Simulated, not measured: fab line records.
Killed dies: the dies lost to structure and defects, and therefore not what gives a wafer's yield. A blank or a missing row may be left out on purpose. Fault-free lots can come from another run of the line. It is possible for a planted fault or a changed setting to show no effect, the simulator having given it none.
fab line records ; flow n5_finfet
record lots=5; wafers=12; last_day=16
route steps=1938 shown BEOL_M4@1099 BEOL_M5@1112 MIM_TOP_ETCH@1851 PASSIVATION@1936
lots that met no fault: from a run of the same line without faults
start_h: hours from the record's first day to the start of the lot's first wafer shown ; wait_h: how many hours have passed since the lot's step before this one ; " the same as in the row above ; L1.1+2: several wafers, shown together as one row ; - value missing, or start not given ; * or withheld: withheld ; < > ~ a bound
route shown NAME@n: names a module that has steps shown in the file, with the first one's number in the route ; usual: mean/standard deviation taken from wafers without a fault ; same: alike in all rows ; chamber/n: place in a boat ; sites: readings site by site ; _std_site: the values' standard deviation ; _edge_site: outer sites' mean less inner sites' ; radius_mm: how far each site lies from the wafer's centre ; mask NAME#n: copy n ; behind: the most recent tool/chamber to have shaped the wafer ; hold: why the lot was held/for how many hours/how that ended ; device: names the non-switching transistor (n, p or np) ; end of line: the route-end tests of the same wafers ; for a step that has no rows: nothing shown but its recipe ; killed: dies that structure and defects cost at the first sort, which is not the same as the wafer's yield ; map: the dies of a wafer, with x for killed, . for not killed, _ for no die there
set.NAME: the setting that was run; set.NAME@STEP: the one run at that earlier step ; model.NAME: the simulator's own value behind a step, which no gauge read
lots seen at some steps along the route; tables by step, rows by wafer
services: the hour from which a tool's chamber was out of use, counted from the record's first day as start_h (under 0 if before that day), plus the number of hours and why
## steps
# step N5_BEOL_M4_ANNEAL_95
# recipe temp_c=400; time_s=240; ambient=vacuum
# step N5_BEOL_M4_SPUTTER_96
# recipe material=Cu; target_thk_a=45; temp_c=-20; chamber_pressure_pa=0.07; power_w=withheld; time_s=8.29
# step N5_BEOL_M4_ECD_50
# recipe material=Cu; target_thk_a=3000
# step N5_BEOL_M4_ANNEAL_51
# recipe temp_c=225; time_s=90; ambient=N2
# step N5_BEOL_M4_CMP_52
# recipe stop_on=SiOC; t_overpolish_s=6.8; down_force_psi=1; platen_rpm=50; clearing_platen_down_force_psi=1.5; clearing_platen_rpm=50; post_cmp_clean=cu_alkaline; target_thk_nm=40; clearing_platen_pad_velocity_m_s=0.99484; pad_velocity_m_s=0.99484
# step N5_BEOL_M4_PRE_CLEAN_60
# recipe gas=NH3/H2; time_s=15; temp_c=*; rf_power_w=300
# step N5_BEOL_M4_CO_CAP_55
# recipe material=Co; target_thk_a=20; temp_c=200; precursor=CCTBA/H2; pressure_torr=30; time_s=102.1
# step N5_BEOL_M4_PRE_CLEAN_56
# recipe gas=NH3; time_s=15; temp_c=withheld; rf_power_w=300
# step N5_BEOL_M4_DEP_57
# recipe material=SiCN; target_thk_a=80; temp_c=withheld; precursor=3MS/NH3; pressure_torr=3; rf_w=202; time_s=14
# step N5_BEOL_M4_RC_MEAS_101
# usual DIBL_N=36.0/2; DIBL_P=35.9/2.5; IOFF_N=0.16/0.038; IOFF_P=0.21/0.04; ION_N=675/14; ION_P=462/9.4; SS_N=71.5/0.75; SS_P=73.2/0.74; VT_N=250/3.9; VT_P=-251/3.2
lot.wafer;tool;chamber;start_h;wait_h;DIBL_N[mV/V];DIBL_P[mV/V];IOFF_N[nA/um];IOFF_P[nA/um];ION_N[uA/um];ION_P[uA/um];SS_N[mV/dec];SS_P[mV/dec];VT_N[mV];VT_P[mV]
L764.3;prober-01;0;197.43;0.3;39.6;40.5;0.21;0.26;679;463;72.7;73.6;247;-250
L764.4;prober-01;0;197.43;0.3;35.5;36.5;0.13;0.19;644;446;70.8;73.6;255;-254
L764.5;prober-01;0;197.43;0.3;38.2;37.5;0.19;0.20;671;452;72.4;74.1;249;-255
L770.1;prober-02;0;229.23;0.0;35.7;35.8;0.16;0.19;665;455;71.7;72.5;250;-251
L770.4;prober-02;0;229.23;0.0;38.8;41.0;0.23;0.27;694;467;72.6;74.4;244;-247
L771.1;prober-02;0;249.46;0.0;33.3;33.2;0.11;0.15;661;450;71.0;72.3;254;-255
L771.2;prober-02;0;249.46;0.0;35.8;38.4;0.15;0.21;672;461;71.3;73.0;251;-252
L775.1;prober-01;0;267.94;0.0;36.5;35.5;0.16;0.18;661;451;71.1;72.7;249;-250
L775.2;prober-01;0;267.94;0.0;32.4;33.8;0.12;0.18;688;483;70.5;72.6;251;-251
L778.2;prober-02;0;272.91;0.2;39.4;38.9;0.21;0.26;692;467;72.4;73.6;244;-247
L778.3;prober-02;0;272.91;0.2;36.2;35.8;0.14;0.20;678;467;71.9;72.8;251;-249
L778.5;prober-02;0;272.91;0.2;40.1;41.3;0.23;0.30;697;476;71.4;73.6;244;-247
# step N5_BEOL_M5_ILD_DEP_00
# recipe material=SiCOH_lowk; target_thk_a=1406.4; temp_c=300; precursor=DEMS/porogen; pressure_torr=5; rf_w=500; time_s=25.9
# step N5_BEOL_M5_CURE_79
# recipe temp_c=385; time_s=240; ambient=He/Ar; material=SiCOH_lowk
# step N5_BEOL_M5_PECVD_70
# recipe material=SiO2; target_thk_a=160; temp_c=400; precursor=TEOS/O2; pressure_torr=5.5; rf_w=450; teos_flow_sccm=53.8; gas=O2; flow_sccm=3000; time_s=18
# step N5_BEOL_M5_HM_DEP_02
# recipe material=TiN; target_thk_a=200; temp_c=25; chamber_pressure_pa=0.49996
# step N5_BEOL_M5_COAT_59
# recipe resist=SOC; temp_c=250; time_s=60; spin_rpm=1500; resist_thk_nm=60
# step N5_BEOL_M5_COAT_60
# recipe resist=SiARC; temp_c=220; time_s=60; spin_rpm=1500; resist_thk_nm=12
# step N5_BEOL_M5_COAT_71
# recipe resist=underlayer; temp_c=205; time_s=60; spin_rpm=1500; resist_thk_nm=5
# step N5_BEOL_M5_COAT_05
# recipe resist=CAR-EUV; spin_rpm=1500; resist_thk_nm=30
# step N5_BEOL_M5_EBR_07
# recipe solvent=PGMEA; ebr_width_mm=1.5
# step N5_BEOL_M5_SOFTBAKE_06
# recipe temp_c=110; time_s=60; resist=CAR-EUV
# step N5_BEOL_M5_EXPOSE_08
# recipe mask_id=M5; na=0.33; source_shape=annular; sigma_inner=0.4; sigma_outer=0.8; polarization=unpolarized; target_cd_nm=28; dose_mj=35.75
# step N5_BEOL_M5_PEB_09
# recipe peb_temp_c=100; peb_time_s=60; resist=CAR-EUV
# step N5_BEOL_M5_DEVELOP_10
# recipe develop_time_s=30; developer=TMAH; resist=CAR-EUV; rinse_liquid=surfactant_rinse; dry=air_spin; dev_temp_c=23
# step N5_BEOL_M5_DESCUM_16
# recipe chemistry=O2; time_s=7; source_power_w=50; bias_power_w=20; pressure_mtorr=20; rf_frequency_hz=2.712e+07; temp_c=40; resist=CAR-EUV; o2_flow_sccm=225
# step N5_BEOL_M5_ETCH_72
# recipe chemistry=N2/H2; target=underlayer; target_depth_a=65; mask_material=CAR-EUV; time_s=5.2; ion_energy_ev=200; pressure_mtorr=30; source_w=840; bias_w=150; n2_flow_sccm=200; h2_flow_sccm=200; ends=cleared
# step N5_BEOL_M5_ETCH_61
# recipe chemistry=CF4; target=SiARC; target_depth_a=156; mask_material=CAR-EUV; time_s=26; ion_energy_ev=80; pressure_mtorr=40; source_w=545; bias_w=36; Ar_flow_sccm=100; cf4_flow_sccm=100; ends=cleared
# step N5_BEOL_M5_ETCH_62
# recipe chemistry=N2/H2; target=SOC; target_depth_a=750; overetch_a=150; mask_material=SiARC; temp_c=40; time_s=112.5; ion_energy_ev=200; pressure_mtorr=30; source_w=840; bias_w=150; n2_flow_sccm=200; h2_flow_sccm=200
# step N5_BEOL_M5_STRIP_63
# recipe chemistry=N2/H2; temp_c=40; n2_flow_sccm=200; h2_flow_sccm=200; rf_frequency_hz=6e+07
# step N5_BEOL_M5_STRIP_73
# recipe chemistry=N2/H2; temp_c=40; n2_flow_sccm=200; h2_flow_sccm=200; rf_frequency_hz=6e+07
# step N5_BEOL_M5_STRIP_64
# recipe chemistry=CF4; resist=SiARC; power_w=300; bias_power_w=75; pressure_mtorr=50; cf4_flow_sccm=150; rf_frequency_hz=6e+07
# step N5_BEOL_M5_HM_OPEN_17
# recipe chemistry=Cl2/BCl3; target_depth_a=200; overetch_a=60; target=TiN; mask_material=SOC; ion_energy_ev=150; pressure_mtorr=10; icp_w=1000; bias_w=126; Cl2_flow_sccm=53.25; bcl3_flow_sccm=21.75; Ar_flow_sccm=25
# step N5_BEOL_M5_STRIP_19
# recipe chemistry=O2; power_w=400; temp_c=40; pressure_mtorr=30; rf_frequency_hz=6e+07; bias_power_w=0; overash_fraction=0.2; o2_flow_sccm=225
# step N5_BEOL_M5_COAT_65
# recipe resist=SOC; temp_c=250; time_s=60; spin_rpm=1500; resist_thk_nm=60
# step N5_BEOL_M5_COAT_66
# recipe resist=SiARC; temp_c=220; time_s=60; spin_rpm=1500; resist_thk_nm=12
# step N5_MIM_TOP_ETCH_ETCH_00
# recipe chemistry=Cl2/BCl3; target=TiN; target_depth_a=385; ion_energy_ev=150; pressure_mtorr=10; icp_w=1000; bias_w=126; Cl2_flow_sccm=53.25; bcl3_flow_sccm=21.75; Ar_flow_sccm=25
# usual drypump_motor_current_A=5.6/0.47; oes_product_au=0.77/0.093; throttle_valve_pct=22.6/0.3
lot.wafer;tool;chamber;start_h;wait_h;drypump_motor_current_A;oes_product_au;rf_hours_counter_h;throttle_valve_pct;model.etch.depth_nm;model.MIM_TOP_ETCH.feature_depth_nm;model.MIM_TOP_ETCH.cd_offset_nm
L764.3;rie_metal-03;1;280.85;0.1;5.5;0.88;-;22.9;39.18;39.2;-0.2
L764.4;rie_metal-03;0;280.85;0.1;5.9;0.83;-;22.2;40.72;40.8;-0.2
L764.5;rie_metal-03;0;280.85;0.1;5.9;0.84;-;22.2;40.45;40.4;-0.2
L770.1;rie_metal-03;1;316.64;0.1;5.5;0.73;15;22.9;29.53;29.6;0.6
L770.4;rie_metal-03;1;316.64;0.1;5.5;0.87;-;22.9;38.97;39;0
L771.1;rie_metal-03;0;337.21;0.1;5.9;0.69;35;22.2;30.69;30.6;0.2
L771.2;rie_metal-03;1;337.21;0.1;5.5;0.72;16;23.0;28.74;28.8;0.2
L775.1;rie_metal-03;0;356.25;0.1;5.9;0.70;37;22.3;30.85;30.8;0.2
L775.2;rie_metal-03;1;356.25;0.1;5.5;0.72;18;23.0;29.35;29.4;0.4
L778.2;rie_metal-02;0;373.93;0.2;5.5;0.75;-;22.7;37.46;37.4;0
L778.3;rie_metal-02;0;373.93;0.2;5.5;0.76;-;22.8;37.21;37.2;0
L778.5;rie_metal-02;0;373.93;0.2;5.5;0.75;-;22.7;37.43;37.4;-0.2
# step N5_PASSIVATION_PROBE_49
# usual defect_limited_yield=91.3/1.5; killed_at_M0_to_M3=33/12; killed_at_M4_up=15/5.2; killed_at_contacts=12/5.1; killed_at_front_end=39/11; killed_at_other=5/3.6; killed_dies=103/18; killed_on_rim=14/4.3; killed_open=67/13; killed_short=33/7.8; sort_bin_5_function=5.1/0.96; sort_bin_6_memory=3.2/0.71; sort_n_pass=1077/18; sort_yield_pct=91.3/1.5
# same gross_dies=1180; killed_at_back_side=0; sort_bin_4_leakage[%]=0; sort_bin_8_speed[%]=0
lot.wafer;tool;chamber;start_h;wait_h;defect_limited_yield[%];killed_at_M0_to_M3;killed_at_M4_up;killed_at_contacts;killed_at_front_end;killed_at_other;killed_dies;killed_on_rim;killed_open;killed_short;sort_bin_5_function[%];sort_bin_6_memory[%];sort_n_pass;sort_yield_pct[%]
L770.1;prober-02;-;327.90;0.0;0;54;20;8;28;1070;1180;152;74;37;95.8;3.6;0;0
L771.1;prober-02;-;348.45;0.0;0.2;33;15;15;31;1084;1178;152;57;39;96.7;2.7;2;0.2
L771.2;prober-02;-;348.50;0.1;0;33;17;13;51;1066;1180;152;79;41;95.4;4.3;0;0
L775.1;prober-02;-;366.13;0.0;0.7;46;11;11;32;1072;1172;151;68;31;95.6;3.3;8;0.7
L775.2;prober-02;-;366.18;0.1;0.1;38;10;15;31;1085;1179;151;69;31;96.4;3.3;1;0.1
# killed by level:class
L770.1 MIM_TOP_ETCH:area_etch=1068 BEOL_M2:geometric_particle:open=15 BEOL_M0_SAQP:geometric_particle:short=13 STARTING-WAFER:geometric_particle:short=9 STI_FIN_REVEAL:geometric_particle:open=7 MOL_CONTACT_COAG:geometric_particle:open=7 BEOL_M0_SAQP:geometric_particle:open=7 BEOL_M3:geometric_particle:open=7
L771.1 MIM_TOP_ETCH:area_etch=1082 MOL_CONTACT_COAG:geometric_particle:open=10 FIN_SAQP:geometric_particle:short=9 BEOL_M1:geometric_particle:open=7 BEOL_M2:geometric_particle:open=7 STI_FIN_REVEAL:geometric_particle:open=6 MOL_CONTACT_COAG:geometric_particle:short=5 BEOL_M5:geometric_particle:open=5
L771.2 MIM_TOP_ETCH:area_etch=1060 BEOL_M1:geometric_particle:open=14 FIN_SAQP:geometric_particle:short=10 STI_FIN_REVEAL:geometric_particle:open=10 MOL_CONTACT_COAG:geometric_particle:open=10 FIN_SAQP:geometric_particle:open=8 DUMMY_GATE:geometric_particle:open=7 GATE_CUT:geometric_particle:short=6
L775.1 MIM_TOP_ETCH:area_etch=1071 BEOL_M3:geometric_particle:open=21 MOL_CONTACT_COAG:geometric_particle:open=7 BEOL_M0_SAQP:geometric_particle:open=7 BEOL_M1:geometric_particle:open=7 STI_FIN_REVEAL:geometric_particle:open=6 STARTING-WAFER:geometric_particle:open=5 FIN_SAQP:geometric_particle:short=4
L775.2 MIM_TOP_ETCH:area_etch=1076 MOL_CONTACT_COAG:geometric_particle:open=13 BEOL_M3:geometric_particle:open=13 FIN_SAQP:geometric_particle:open=8 BEOL_M2:geometric_particle:open=8 STI_FIN_REVEAL:geometric_particle:open=6 FIN_SAQP:geometric_particle:short=4 BEOL_M3:geometric_particle:short=4
# map L770.1 (x killed, . not)
_________________xxxxxxxxxxxx________________
______________xxxxxxxxxxxxxxxxxx_____________
___________xxxxxxxxxxxxxxxxxxxxxxxx__________
__________xxxxxxxxxxxxxxxxxxxxxxxxxx_________
________xxxxxxxxxxxxxxxxxxxxxxxxxxxxxx_______
_______xxxxxxxxxxxxxxxxxxxxxxxxxxxxxxxx______
______xxxxxxxxxxxxxxxxxxxxxxxxxxxxxxxxxx_____
_____xxxxxxxxxxxxxxxxxxxxxxxxxxxxxxxxxxxx____
____xxxxxxxxxxxxxxxxxxxxxxxxxxxxxxxxxxxxxx___
___xxxxxxxxxxxxxxxxxxxxxxxxxxxxxxxxxxxxxxxx__
___xxxxxxxxxxxxxxxxxxxxxxxxxxxxxxxxxxxxxxxx__
__xxxxxxxxxxxxxxxxxxxxxxxxxxxxxxxxxxxxxxxxxx_
__xxxxxxxxxxxxxxxxxxxxxxxxxxxxxxxxxxxxxxxxxx_
_xxxxxxxxxxxxxxxxxxxxxxxxxxxxxxxxxxxxxxxxxxxx
_xxxxxxxxxxxxxxxxxxxxxxxxxxxxxxxxxxxxxxxxxxxx
_xxxxxxxxxxxxxxxxxxxxxxxxxxxxxxxxxxxxxxxxxxxx
_xxxxxxxxxxxxxxxxxxxxxxxxxxxxxxxxxxxxxxxxxxxx
_xxxxxxxxxxxxxxxxxxxxxxxxxxxxxxxxxxxxxxxxxxxx
_xxxxxxxxxxxxxxxxxxxxxxxxxxxxxxxxxxxxxxxxxxxx
_xxxxxxxxxxxxxxxxxxxxxxxxxxxxxxxxxxxxxxxxxxxx
_xxxxxxxxxxxxxxxxxxxxxxxxxxxxxxxxxxxxxxxxxxxx
__xxxxxxxxxxxxxxxxxxxxxxxxxxxxxxxxxxxxxxxxxx_
__xxxxxxxxxxxxxxxxxxxxxxxxxxxxxxxxxxxxxxxxxx_
___xxxxxxxxxxxxxxxxxxxxxxxxxxxxxxxxxxxxxxxx__
___xxxxxxxxxxxxxxxxxxxxxxxxxxxxxxxxxxxxxxxx__
____xxxxxxxxxxxxxxxxxxxxxxxxxxxxxxxxxxxxxx___
_____xxxxxxxxxxxxxxxxxxxxxxxxxxxxxxxxxxxx____
______xxxxxxxxxxxxxxxxxxxxxxxxxxxxxxxxxx_____
_______xxxxxxxxxxxxxxxxxxxxxxxxxxxxxxxx______
________xxxxxxxxxxxxxxxxxxxxxxxxxxxxxx_______
__________xxxxxxxxxxxxxxxxxxxxxxxxxx_________
___________xxxxxxxxxxxxxxxxxxxxxxxx__________
______________xxxxxxxxxxxxxxxxxx_____________
_________________xxxxxxxxxxxx________________
# map L771.2 (x killed, . not)
_________________xxxxxxxxxxxx________________
______________xxxxxxxxxxxxxxxxxx_____________
___________xxxxxxxxxxxxxxxxxxxxxxxx__________
__________xxxxxxxxxxxxxxxxxxxxxxxxxx_________
________xxxxxxxxxxxxxxxxxxxxxxxxxxxxxx_______
_______xxxxxxxxxxxxxxxxxxxxxxxxxxxxxxxx______
______xxxxxxxxxxxxxxxxxxxxxxxxxxxxxxxxxx_____
_____xxxxxxxxxxxxxxxxxxxxxxxxxxxxxxxxxxxx____
____xxxxxxxxxxxxxxxxxxxxxxxxxxxxxxxxxxxxxx___
___xxxxxxxxxxxxxxxxxxxxxxxxxxxxxxxxxxxxxxxx__
___xxxxxxxxxxxxxxxxxxxxxxxxxxxxxxxxxxxxxxxx__
__xxxxxxxxxxxxxxxxxxxxxxxxxxxxxxxxxxxxxxxxxx_
__xxxxxxxxxxxxxxxxxxxxxxxxxxxxxxxxxxxxxxxxxx_
_xxxxxxxxxxxxxxxxxxxxxxxxxxxxxxxxxxxxxxxxxxxx
_xxxxxxxxxxxxxxxxxxxxxxxxxxxxxxxxxxxxxxxxxxxx
_xxxxxxxxxxxxxxxxxxxxxxxxxxxxxxxxxxxxxxxxxxxx
_xxxxxxxxxxxxxxxxxxxxxxxxxxxxxxxxxxxxxxxxxxxx
_xxxxxxxxxxxxxxxxxxxxxxxxxxxxxxxxxxxxxxxxxxxx
_xxxxxxxxxxxxxxxxxxxxxxxxxxxxxxxxxxxxxxxxxxxx
_xxxxxxxxxxxxxxxxxxxxxxxxxxxxxxxxxxxxxxxxxxxx
_xxxxxxxxxxxxxxxxxxxxxxxxxxxxxxxxxxxxxxxxxxxx
__xxxxxxxxxxxxxxxxxxxxxxxxxxxxxxxxxxxxxxxxxx_
__xxxxxxxxxxxxxxxxxxxxxxxxxxxxxxxxxxxxxxxxxx_
___xxxxxxxxxxxxxxxxxxxxxxxxxxxxxxxxxxxxxxxx__
___xxxxxxxxxxxxxxxxxxxxxxxxxxxxxxxxxxxxxxxx__
____xxxxxxxxxxxxxxxxxxxxxxxxxxxxxxxxxxxxxx___
_____xxxxxxxxxxxxxxxxxxxxxxxxxxxxxxxxxxxx____
______xxxxxxxxxxxxxxxxxxxxxxxxxxxxxxxxxx_____
_______xxxxxxxxxxxxxxxxxxxxxxxxxxxxxxxx______
________xxxxxxxxxxxxxxxxxxxxxxxxxxxxxx_______
__________xxxxxxxxxxxxxxxxxxxxxxxxxx_________
___________xxxxxxxxxxxxxxxxxxxxxxxx__________
______________xxxxxxxxxxxxxxxxxx_____________
_________________xxxxxxxxxxxx________________
## services
tool;chamber;start_h;hours;kind
rie_metal-03;1;364.53;1.6;repair
rie_metal-02;1;372.73;-;clean
rie_metal-02;1;372.73;31.4;scheduled_down
rie_metal-02;1;372.73;31.4;vent_cycle
## key
first_sign step=N5_PASSIVATION_PROBE_49; reading=killed_at_other; direction=up; sigmas=99+; usual=5; struck=1075
effect step=N5_PASSIVATION_PROBE_49; reading=sort_bin_5_function; direction=up; sigmas=94; usual=5.1; struck=96.0
model_effect step=N5_MIM_TOP_ETCH_ETCH_00; value=etch.depth_nm; without=39.63; struck=29.83
more_kills_born_at N5_MIM_TOP_ETCH_ETCH_00@rie_metal-03=5357
met_at N5_MIM_TOP_ETCH_ETCH_00
struck_wafers L770.1,L771.1,L771.2,L775.1,L775.2
later_rows_left_out L770.1,L771.1,L771.2,L775.1,L775.2
onset_between 280.85 316.64
fault kind=process_parameter_drift; tool=rie_metal-03; chamber=-; onset_h=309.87; steps=N5_MIM_TOP_ETCH_ETCH_00; channel=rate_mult; offset=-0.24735; shape=step; end_h=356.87; scope=struck_wafers_only
# later_rows_left_out: the simulator's readings of these wafers behind a module that went badly wrong aren't trusted and aren't shown, but for the sort
